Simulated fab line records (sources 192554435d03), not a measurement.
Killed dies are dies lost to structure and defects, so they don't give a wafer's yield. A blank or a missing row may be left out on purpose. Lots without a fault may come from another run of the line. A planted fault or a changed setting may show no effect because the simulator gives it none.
Chamber matching :: flow n5_finfet :: 4 sister chambers for N5_HKMG_FIN_HK_ALD_01 on ald_hk-03
The step deposits HfO2, target thk 1.6 nm, pulse time 3 s, purge time 3 s. 18 wafers are shown with their chamber, then 9 later ones without.

== EACH WAFER AND ITS CHAMBER ==
wafer: L074.2
chamber: 1
precursor_pulse_height_rel: 1.030

wafer: L074.3
chamber: 0
precursor_pulse_height_rel: 1.030

wafer: L074.6
chamber: 1
precursor_pulse_height_rel: 0.994

wafer: L075.1
chamber: 2
precursor_pulse_height_rel: 1.040

wafer: L075.3
chamber: 1
precursor_pulse_height_rel: 0.978

wafer: L075.5
chamber: 0
precursor_pulse_height_rel: 1.010

wafer: L080.1
chamber: 1
precursor_pulse_height_rel: 0.983

wafer: L080.4
chamber: 3
precursor_pulse_height_rel: 0.991

wafer: L080.5
chamber: 1
precursor_pulse_height_rel: 1.015

wafer: L081.3
chamber: 1
precursor_pulse_height_rel: 1.016

wafer: L081.4
chamber: 0
precursor_pulse_height_rel: 0.985

wafer: L081.6
chamber: 2
precursor_pulse_height_rel: 0.992

wafer: L084.3
chamber: 1
precursor_pulse_height_rel: 0.970

wafer: L084.4
chamber: 2
precursor_pulse_height_rel: 0.979

wafer: L084.6
chamber: 0
precursor_pulse_height_rel: 0.992

wafer: L093.2
chamber: 0
precursor_pulse_height_rel: 0.991

wafer: L093.4
chamber: 3
precursor_pulse_height_rel: 0.988

wafer: L093.6
chamber: 2
precursor_pulse_height_rel: 0.982

SIGNATURES, as means of the wafers listed above
reading: precursor_pulse_height_rel
chamber 0: 1.00160
chamber 1: 0.99800
chamber 2: 0.99825
chamber 3: 0.98950
scatter within a chamber: 0.0221
Rule: for a wafer and a chamber, the distance is found by dividing, reading by reading, the gap between the wafer's reading and the chamber's mean by the reading's scatter, squaring, summing and taking the root. The wafer belongs to the nearest chamber; if the next one is less than 2 further off, it can't be placed. The scatter: the root of (the sum of the squares of (reading less its chamber's mean) over the shown wafers, divided by (wafers less chambers)).

== WAFERS WITHOUT THEIR CHAMBER ==
wafer: L095.1
precursor_pulse_height_rel: 0.968

wafer: L095.3
precursor_pulse_height_rel: 1.000

wafer: L095.6
precursor_pulse_height_rel: 1.020

wafer: L096.1
precursor_pulse_height_rel: 1.012

wafer: L096.4
precursor_pulse_height_rel: 0.992

wafer: L096.5
precursor_pulse_height_rel: 0.980

wafer: L097.1
precursor_pulse_height_rel: 0.995

wafer: L097.3
precursor_pulse_height_rel: 0.965

wafer: L097.6
precursor_pulse_height_rel: 1.013

== WHICH CHAMBER EACH ONE RAN IN ==
wafer: L095.1
from the rows above: can't be placed: 3 or 1 or 2 or 0
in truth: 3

wafer: L095.3
from the rows above: can't be placed: 0 or 2 or 1 or 3
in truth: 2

wafer: L095.6
from the rows above: can't be placed: 0 or 2 or 1 or 3
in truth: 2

wafer: L096.1
from the rows above: can't be placed: 0 or 2 or 1 or 3
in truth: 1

wafer: L096.4
from the rows above: can't be placed: 3 or 1 or 2 or 0
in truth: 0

wafer: L096.5
from the rows above: can't be placed: 3 or 1 or 2 or 0
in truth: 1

wafer: L097.1
from the rows above: can't be placed: 1 or 2 or 3 or 0
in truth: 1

wafer: L097.3
from the rows above: can't be placed: 3 or 1 or 2 or 0
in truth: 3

wafer: L097.6
from the rows above: can't be placed: 0 or 2 or 1 or 3
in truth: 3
0 of 9 placed correctly. Can't be placed from these rows: 9 (the true chamber is among the candidates in 9). Placed wrongly: 0.
